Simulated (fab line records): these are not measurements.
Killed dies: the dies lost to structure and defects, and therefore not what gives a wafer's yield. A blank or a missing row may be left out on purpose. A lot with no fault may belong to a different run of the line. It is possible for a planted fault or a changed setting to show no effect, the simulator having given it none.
The tool behind it: which one? | flow n5 finfet | 8 lots, 24 wafers sampled, at 4 steps of a route of 1938

WHAT THE GAUGES READ, wafer by wafer
N5_BEOL_M0_SAQP_THK_MEAS_05.
lot  | measured    | on            | thk nm (nm)
L664 | day 6 02:34 | film metro-02 | 60.5 61.6 61.7
L668 | day 6 20:39 | film metro-01 | 60.7 61.4 60.8
L670 | day 7 04:16 | film metro-02 | 60.9 58.6 60.0
L669 | day 7 10:43 | film metro-02 | 61.3 61.4 61.2
L672 | day 7 21:41 | film metro-01 | 59.7 60.8 61.1
L675 | day 8 11:43 | film metro-01 | 59.1 61.5 62.2
L679 | day 9 11:08 | film metro-02 | 61.3 113.0 113.3
L680 | day 9 21:35 | film metro-01 | 111.1 59.8 112.7

WHICH TOOL RAN EACH LOT (tool, then ch and the chambers of the sampled wafers, then the start)
lot  | N5_MOL_CONTACT_COAG_ETCH_65       | N5_MOL_CONTACT_COAG_STRIP_49        | N5_BEOL_M0_SAQP_PECVD_04
L664 | rie diel-04 ch 0,1, day 5 19:08   | plasma asher-01 ch 0,1, day 5 19:47 | pecvd-03 ch 0,1, day 6 02:26
L668 | rie diel-04 ch 1,2, day 6 10:53   | plasma asher-02 ch 0,1, day 6 11:46 | pecvd-04 ch 0,1,2, day 6 20:33
L670 | rie diel-04 ch 2,3, day 6 20:27   | plasma asher-02 ch 0, day 6 21:23   | pecvd-03 ch 0,1, day 7 04:11
L669 | rie diel-02 ch 1,2,3, day 7 04:33 | plasma asher-02 ch 0,1, day 7 05:36 | pecvd-04 ch 1,2, day 7 10:37
L672 | rie diel-04 ch 1,2,3, day 7 16:01 | plasma asher-02 ch 0,1, day 7 16:40 | pecvd-04 ch 0,2, day 7 21:35
L675 | rie diel-06 ch 0,1,3, day 8 06:22 | plasma asher-01 ch 0, day 8 07:01   | pecvd-03 ch 0,1,2, day 8 11:37
L679 | rie diel-04 ch 0,2,3, day 9 04:46 | plasma asher-01 ch 0,1, day 9 05:26 | pecvd-04 ch 0,1,2, day 9 11:04
L680 | rie diel-04 ch 1,2,3, day 9 14:44 | plasma asher-01 ch 1, day 9 15:40   | pecvd-04 ch 1,2, day 9 21:28
- N5_MOL_CONTACT_COAG_ETCH_65: etches underlayer in N2/H2, target depth 13 nm, time 10.4 s.
- N5_MOL_CONTACT_COAG_STRIP_49: strips in N2/H2, time 30 s.
- N5_BEOL_M0_SAQP_PECVD_04: deposits a-Si from SiH4/He, target thk 60 nm, time 60.2 s.

THE ANSWER, worked out from the rows above alone
Rule: usual is defined by the lots themselves. Put in order of their means at a reading, lots are off if they are a third of the lots or fewer, leave a main group of 4 or more, and stand apart from it by a gap of 3 or more times the standard deviation of the main group's means; of several such gaps the widest counts. Not used: any main group whose means are identical at the precision the tables above print for the reading. Also off: a lot with no number at a reading for which 4 or more lots have one. All remaining lots with rows at the step are treated as sound.
Off at N5_BEOL_M0_SAQP_THK_MEAS_05 (thk nm): L679, L680. Main group: mean 60.8 nm, sd 0.5.
If a tool, at a process step before that reading, ran all the lots that are off and no sound lot after the first of them, it fits. The gauges at N5_BEOL_M0_SAQP_THK_MEAS_05 are tried like those tools. Can't be told from this: 3 tools fit, rie diel-04 at N5_MOL_CONTACT_COAG_ETCH_65, plasma asher-01 at N5_MOL_CONTACT_COAG_STRIP_49, pecvd-04 at N5_BEOL_M0_SAQP_PECVD_04.

WHAT HAD BEEN PUT IN BY THE SIMULATOR
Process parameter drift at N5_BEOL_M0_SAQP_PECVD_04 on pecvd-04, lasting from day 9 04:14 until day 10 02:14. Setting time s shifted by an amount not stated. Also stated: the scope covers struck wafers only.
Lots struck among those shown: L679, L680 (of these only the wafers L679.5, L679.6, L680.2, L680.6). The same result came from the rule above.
